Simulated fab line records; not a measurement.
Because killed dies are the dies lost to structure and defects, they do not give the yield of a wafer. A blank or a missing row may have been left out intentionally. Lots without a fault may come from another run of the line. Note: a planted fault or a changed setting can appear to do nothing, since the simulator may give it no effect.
Chamber matching    flow n5-finfet    3 sister chambers for N5_HKMG_FIN_CVD_62 on thermal-cvd-si-02
The step deposits a-Si from Si2H6, target thk 3 nm, time 20.8 s. 14 wafers are shown with their chamber, then 6 later ones without.

WAFERS, EACH WITH ITS CHAMBER
wafer   chamber  heater-power-w (W)
L162.1  2        1520
L162.4  2        1589
L162.5  1        1291
L163.2  2        1526
L163.3  0        1557
L163.6  1        1258
L165.1  0        1559
L165.3  2        1516
L165.5  1        1245
L167.1  0        1552
L167.4  2        1553
L167.6  1        1276
L169.2  1        1231
L169.3  0        1569

SIGNATURES (means of the wafers above)
reading         chamber 0  chamber 1  chamber 2  scatter within a chamber
heater-power-w  1559.25    1260.20    1540.80    23.7
Rule: distance of a wafer from a chamber = root of the sum over the readings of ((wafer's reading minus chamber's mean) / reading's scatter) squared. If the next closest chamber is less than 2 further off than the closest, the wafer can't be placed; otherwise it belongs to the closest. The scatter: take each reading less its chamber's mean, square it, sum over the shown wafers, divide by the number of wafers less the number of chambers, and take the root.

WAFERS WITH NO CHAMBER GIVEN
wafer   heater-power-w (W)
L169.6  1559
L177.1  1553
L177.5  1583
L181.1  1536
L181.2  1267
L181.6  1534

WHICH CHAMBER EACH ONE RAN IN
wafer   from the rows above      in truth
L169.6  can't be placed: 0 or 2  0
L177.1  can't be placed: 0 or 2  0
L177.5  can't be placed: 0 or 2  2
L181.1  can't be placed: 2 or 0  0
L181.2  1                        1
L181.6  can't be placed: 2 or 0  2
1 of 6 placed correctly. These rows do not allow placing 5 (true chamber among the candidates in 5). Wrongly placed: 0.
